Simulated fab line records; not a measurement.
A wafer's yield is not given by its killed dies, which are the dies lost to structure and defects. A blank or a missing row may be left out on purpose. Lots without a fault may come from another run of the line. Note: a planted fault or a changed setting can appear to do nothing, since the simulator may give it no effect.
Chamber matching	flow n5Finfet	3 sister chambers for N5_HKMG_FIN_CVD_62 on thermalCvdSi-01
The step deposits a-Si from Si2H6, target thk 3 nm, time 20.8 s. 27 wafers are shown with their chamber, then 12 later ones without.

== EACH WAFER AND ITS CHAMBER ==
wafer	chamber	heaterPowerW (W)
L074.1	2	1331
L074.2	0	1344
L074.3	1	1339
L074.4	2	1314
L074.5	0	1339
L074.6	1	1348
L076.2	1	1393
L076.3	2	1338
L076.6	0	1333
L078.1	1	1373
L078.2	2	1342
L078.6	1	1349
L080.2	0	1312
L080.3	1	1364
L080.4	0	1321
L082.2	1	1358
L082.3	2	1310
L082.6	2	1340
L084.1	1	1364
L084.2	0	1316
L084.5	1	1372
L086.1	2	1340
L086.2	0	1365
L086.5	1	1369
L088.1	1	1365
L088.5	2	1327
L088.6	1	1353

SIGNATURES, as means of the wafers listed above
reading	chamber 0	chamber 1	chamber 2	scatter within a chamber
heaterPowerW	1332.86	1362.25	1330.25	15
Rule: for each reading, subtract the chamber's mean from the wafer's reading, divide by that reading's scatter and square the result; add these up over the readings and take the root, which gives the wafer's distance from the chamber. If the next closest chamber is less than 2 further off than the closest, the wafer can't be placed; otherwise it belongs to the closest. The scatter: take each reading less its chamber's mean, square it, sum over the shown wafers, divide by the number of wafers less the number of chambers, and take the root.

== WAFERS WITHOUT THEIR CHAMBER ==
wafer	heaterPowerW (W)
L090.1	1331
L090.2	1306
L090.6	1339
L092.1	1344
L092.2	1396
L092.4	1361
L095.2	1333
L095.4	1361
L095.5	1297
L096.1	1368
L096.4	1369
L096.5	1353

== WHICH CHAMBER EACH WENT THROUGH ==
wafer	from the rows above	in truth
L090.1	can't be placed: 2 or 0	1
L090.2	can't be placed: 2 or 0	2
L090.6	can't be placed: 0 or 2 or 1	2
L092.1	can't be placed: 0 or 2 or 1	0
L092.2	can't be placed: 1 or 0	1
L092.4	can't be placed: 1 or 0 or 2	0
L095.2	can't be placed: 0 or 2 or 1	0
L095.4	can't be placed: 1 or 0 or 2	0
L095.5	can't be placed: 2 or 0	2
L096.1	can't be placed: 1 or 0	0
L096.4	can't be placed: 1 or 0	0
L096.5	can't be placed: 1 or 0 or 2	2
Correct placement for 0 of the 12. Cannot be placed on the basis of these rows: 12; the candidates contain the true chamber in 11. Placed wrongly: 0.
